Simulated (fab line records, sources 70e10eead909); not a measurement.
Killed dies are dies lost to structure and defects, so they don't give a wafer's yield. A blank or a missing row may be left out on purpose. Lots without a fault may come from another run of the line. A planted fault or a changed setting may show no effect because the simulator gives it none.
Chamber matching | flow nand_harc | NHARC_P_STI_DESCUM_14 on rie_diel-01: 4 sister chambers
The step chemistry O2, time 3 s. 8 wafers are shown with their chamber, then 9 later ones without.

WAFERS WITH THEIR CHAMBER
wafer  | chamber | drypump_motor_current_A (A) | oes_product_au (a.u.)
L084.2 | 0       | 5.6                         | 0.984
L084.5 | 0       | 5.6                         | 0.996
L086.2 | 3       | 6.3                         | 0.998
L086.5 | 2       | 6.1                         | 0.984
L086.6 | 1       | 5.2                         | 1.000
L088.3 | 2       | 6.1                         | 0.984
L088.4 | 3       | 6.2                         | 1.002
L088.5 | 1       | 5.2                         | 0.999

WAFERS WITHOUT THEIR CHAMBER
wafer  | drypump_motor_current_A (A) | oes_product_au (a.u.)
L091.1 | 5.2                         | 0.999
L091.2 | 6.2                         | 0.999
L091.5 | 6.2                         | 1.005
L093.1 | 5.6                         | 0.990
L093.2 | 5.2                         | 0.997
L093.4 | 6.3                         | 0.986
L096.2 | 5.6                         | 0.996
L096.4 | 6.2                         | 1.010
L096.5 | 5.2                         | 0.994

WHICH CHAMBER EACH WENT THROUGH
wafer  | from the rows above | in truth
L091.1 | 1                   | 1
L091.2 | 3                   | 3
L091.5 | 3                   | 3
L093.1 | 0                   | 0
L093.2 | 1                   | 1
L093.4 | 3                   | 3
L096.2 | 0                   | 0
L096.4 | 3                   | 3
L096.5 | 1                   | 1
Placed correctly: 9 of 9. Can't be placed from these rows: 0. Placed wrongly: 0.
How it was worked out, from the rows above alone: a wafer's distance from a chamber is the root of the sum, over the readings, of the square of ((its reading less the chamber's mean) divided by the reading's scatter). The wafer belongs to the nearest chamber; if the next one is less than 2 further off, it can't be placed. A chamber's mean is the mean of its shown wafers. The scatter: the root of (the sum of the squares of (reading less its chamber's mean) over the shown wafers, divided by (wafers less chambers)).
